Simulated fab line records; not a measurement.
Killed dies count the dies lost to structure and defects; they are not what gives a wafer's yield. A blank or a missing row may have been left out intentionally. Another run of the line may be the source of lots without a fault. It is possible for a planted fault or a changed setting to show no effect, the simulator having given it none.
3 desks looking at one fault || flow n5Finfet || each desk has only its own numbers; what lay behind them comes last

## METROLOGY DESK
Means of the sampled wafers that have a number, per lot and without regard to the tool the lot ran on: this is what the gauges read. Marked OUT: a lot whose mean sits more than 4 standard deviations from the usual mean, which makes it out of limits; the brackets give that distance.
Columns: A = M7_ILD_THK at N5_BEOL_M7_THK_MEAS_01, usual 155.0 nm
{"lot": "L871", "first seen here": "day 9 02:27", "A": 152.9}
{"lot": "L870", "first seen here": "day 9 08:19", "A": 155.2}
{"lot": "L872", "first seen here": "day 10 08:14", "A": 156.3}
{"lot": "L876", "first seen here": "day 10 15:37", "A": 157.2}
{"lot": "L877", "first seen here": "day 10 18:26", "A": 153.1}
{"lot": "L878", "first seen here": "day 11 00:06", "A": 155.9}
{"lot": "L881", "first seen here": "day 12 04:01", "A": 154.4}
{"lot": "L883", "first seen here": "day 12 21:26", "A": 153.4}
{"lot": "L885", "first seen here": "day 12 23:35", "A": 154.8}
{"lot": "L888", "first seen here": "day 13 22:17", "A": 155.3}
Result from this desk: across the 10 lots, nothing is out of limits.

## THE DEFECT DESK
For each lot, the counts of the inspections along the route, averaged over the sampled wafers that have a number. Marked OUT: a lot whose mean sits more than 4 standard deviations from the usual mean, which makes it out of limits; the brackets give that distance.
Columns: A = rawDefectCount at N5_BEOL_M6_INSPECT_58, usual 71
{"lot": "L871", "first seen here": "day 9 01:48", "A": 67}
{"lot": "L870", "first seen here": "day 9 07:43", "A": 49}
{"lot": "L872", "first seen here": "day 10 07:37", "A": 43}
{"lot": "L876", "first seen here": "day 10 15:01", "A": 73}
{"lot": "L877", "first seen here": "day 10 17:50", "A": 82}
{"lot": "L878", "first seen here": "day 10 23:25", "A": 54}
{"lot": "L881", "first seen here": "day 12 03:23", "A": 60}
{"lot": "L883", "first seen here": "day 12 20:49", "A": 54}
{"lot": "L885", "first seen here": "day 12 22:58", "A": 123}
{"lot": "L888", "first seen here": "day 13 21:40", "A": 81}
Result from this desk: across the 10 lots, nothing is out of limits.

## THE TOOL OWNER'S DESK: cmp-04
The tool's own readings at N5_BEOL_M6_CMP_52 (polishes, stops on SiCOH lowk, t overpolish 6.9 s, target thk 80 nm): means of the sampled wafers that have a number, for each lot that ran on this tool. Marked OUT: a lot whose mean sits more than 4 standard deviations from the usual mean, which makes it out of limits; the brackets give that distance.
Columns: A = barrierFieldEndpointS at N5_BEOL_M6_CMP_52, usual 28.8 s; B = edgeZonePressureFrac at N5_BEOL_M6_CMP_52, usual 1.000; C = motorCurrentA at N5_BEOL_M6_CMP_52, usual 6.3 A; D = overpolishRunS at N5_BEOL_M6_CMP_52, usual 6.900 s; E = slurryFilterDpKPa at N5_BEOL_M6_CMP_52, usual 13.49 kPa; F = timeToEndpointS at N5_BEOL_M6_CMP_52, usual 62.4 s
{"lot": "L872", "first seen here": "day 10 07:08", "A": 29.1, "B": 1.005, "C": 6.5, "D": 6.903, "E": 13.43, "F": 64.4}
{"lot": "L877", "first seen here": "day 10 17:23", "A": 28.2, "B": 1.002, "C": 7.1, "D": 6.905, "E": 13.50, "F": 63.9}
{"lot": "L883", "first seen here": "day 12 20:24", "A": 28.8, "B": 1.002, "C": 6.7, "D": 6.897, "E": 13.52, "F": 62.1}
{"lot": "L885", "first seen here": "day 12 22:33", "A": "16.2 (-20) OUT", "B": 1.000, "C": 6.3, "D": 6.907, "E": 13.55, "F": "34.9 (-9.8) OUT"}
{"lot": "L888", "first seen here": "day 13 21:13", "A": "15.8 (-21) OUT", "B": 1.002, "C": 6.4, "D": 6.893, "E": 13.60, "F": "31.6 (-11) OUT"}
Finding of this desk: L885, L888 out of limits; the first was L885 at day 12 22:33, on barrierFieldEndpointS at N5_BEOL_M6_CMP_52. L872, L877, L883 stayed within limits.

## ALL TOGETHER
An alarm could have come from the tool owner's desk at day 12 22:33, on L885, L888.
From the metrology desk's view, nothing was out of limits.
The defect desk saw nothing out of limits.
The metrology desk holds a record of L885, L888, inside its limits.
The defect desk has L885, L888 on record, within its limits.
All the named lots went through N5_BEOL_M6_CMP_52 on cmp-04.

## WHAT HAD BEEN PUT IN BY THE SIMULATOR
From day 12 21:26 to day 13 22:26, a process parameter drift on cmp-04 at N5_BEOL_M6_CMP_52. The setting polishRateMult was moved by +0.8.
Lots struck among those shown: L885, L888.
Each desk's first reading out of limits, in hours after the fault started: the tool owner's desk, 1.
